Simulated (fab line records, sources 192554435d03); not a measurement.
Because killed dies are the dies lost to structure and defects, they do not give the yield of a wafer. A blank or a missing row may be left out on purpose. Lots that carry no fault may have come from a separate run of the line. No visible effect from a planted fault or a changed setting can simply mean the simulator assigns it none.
Problem report, 8D (eight disciplines) form, completed by code    flow n5Finfet    the parts of the form that need people (team, actions taken, sign-off) are left out

## 1. WHAT WENT WRONG
At N5_HKMG_FIN_ETCH_86, rfFwdPowerW averages 1052 W over 2 wafers from 2 lots, while fault-free wafers read 844 W, standard deviation 3.5. Measured from the usual mean, that is +59 standard deviations.
The step: etches SOC in N2/H2, stops on TiN, target depth 393.2 nm.
Earliest sighting: wafer L124.2 on rieDiel-06 at day 8 16:00. The record has a number at this step for 27 wafers belonging to 9 lots. The rule behind "out" and "out of limits": a value lying over 4 standard deviations away from the usual mean. The other wafers with a number count as sound.

## 2. WHAT IT IS, WHAT IT ISN'T
question                     is                   is not
which readings at this step  rfFwdPowerW, rfVppV  drypumpMotorCurrentA, oesProductAu, showerheadPlenumPTorr
which lots                   L124, L126           L106, L107, L110, L115, L116, L122, L125
which wafers of those lots   L124.2, L126.2       L124.3, L124.5, L126.3, L126.5
read on which tools          rieDiel-06           rieDiel-02, rieDiel-05
when                         from day 8 16:00     up to then (20 sound wafers); but 5 sound wafers of L125, L126 came after

## 3. WHAT RULES OUT EACH SUSPECT
Counting: a tool at a process step up to the reading stays a suspect if it ran every lot that is out. Sound lots after the first of them don't rule it out here, since some wafers of a struck lot are sound.
- rieDiel-02 at N5_HKMG_FIN_DESCUM_17 (chemistry O2, time 7.9 s): kept. It ran every lot that is out, first L124 (day 8 14:41).
- rieDiel-06 at N5_HKMG_FIN_ETCH_86 (etches SOC in N2/H2, stops on TiN, target depth 393.2 nm): kept. Ran every lot that is out, first one L124 (day 8 16:00); last sound lot up to then L115 (day 6 15:29). Its own readings are out on those wafers: rfFwdPowerW, rfVppV.
- Within rieDiel-02 at N5_HKMG_FIN_DESCUM_17: the wafers that are out ran in chambers 1, 2; their sound lot-mates ran in chamber 3.
- rieDiel-06, N5_HKMG_FIN_ETCH_86: wafers that are out in chamber 2, sound lot-mates in chambers 0, 1, 3.
The count leaves rieDiel-06 at N5_HKMG_FIN_ETCH_86 and rieDiel-02 at N5_HKMG_FIN_DESCUM_17.

## 4. THE CAUSE (what the simulator had put in)
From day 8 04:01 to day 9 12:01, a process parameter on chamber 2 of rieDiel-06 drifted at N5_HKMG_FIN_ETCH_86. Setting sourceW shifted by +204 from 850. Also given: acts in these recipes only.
2 suspects survive the count, and this tool is in that group.

## 5. THE CHAIN OF EFFECTS, in route order
Each row: a reading whose mean over the struck wafers that have a number lies more than 3 standard deviations from the usual. Scope: only readings with a usual standard deviation given in the record; hours: median across lots of the time from each lot's start at the first step in this table that gives one to its start at this step; sigmas: change in usual standard deviations.
hours  step                     reading             usual    on struck wafers  change  sigmas
0      N5_HKMG_FIN_ETCH_86      rfFwdPowerW         844 W    1052              +208    +59
0      N5_HKMG_FIN_ETCH_86      rfVppV              240.1 V  223.1             -17.0   -14
190    N5_PASSIVATION_PROBE_49  defectLimitedYield  91.1 %   0.0               -91.1   -70
190    N5_PASSIVATION_PROBE_49  killedAtFrontEnd    41       1118              +1078   +90
190    N5_PASSIVATION_PROBE_49  killedDies          105      1180              +1075   +72
190    N5_PASSIVATION_PROBE_49  killedOnRim         14       152               +138    +33
190    N5_PASSIVATION_PROBE_49  sortNPass           1075     0                 -1075   -72
190    N5_PASSIVATION_PROBE_49  sortYieldPct        91.1 %   0.0               -91.1   -70
Here are the process steps it includes:
- N5_HKMG_FIN_ETCH_86: etches SOC in N2/H2, stops on TiN, target depth 393.2 nm.
- N5_PASSIVATION_PROBE_49

## 6. WHAT WOULD HAVE CAUGHT IT SOONER
First out-of-limits reading in this record: day 8 16:00, which is 12 hours after fault onset at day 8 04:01.
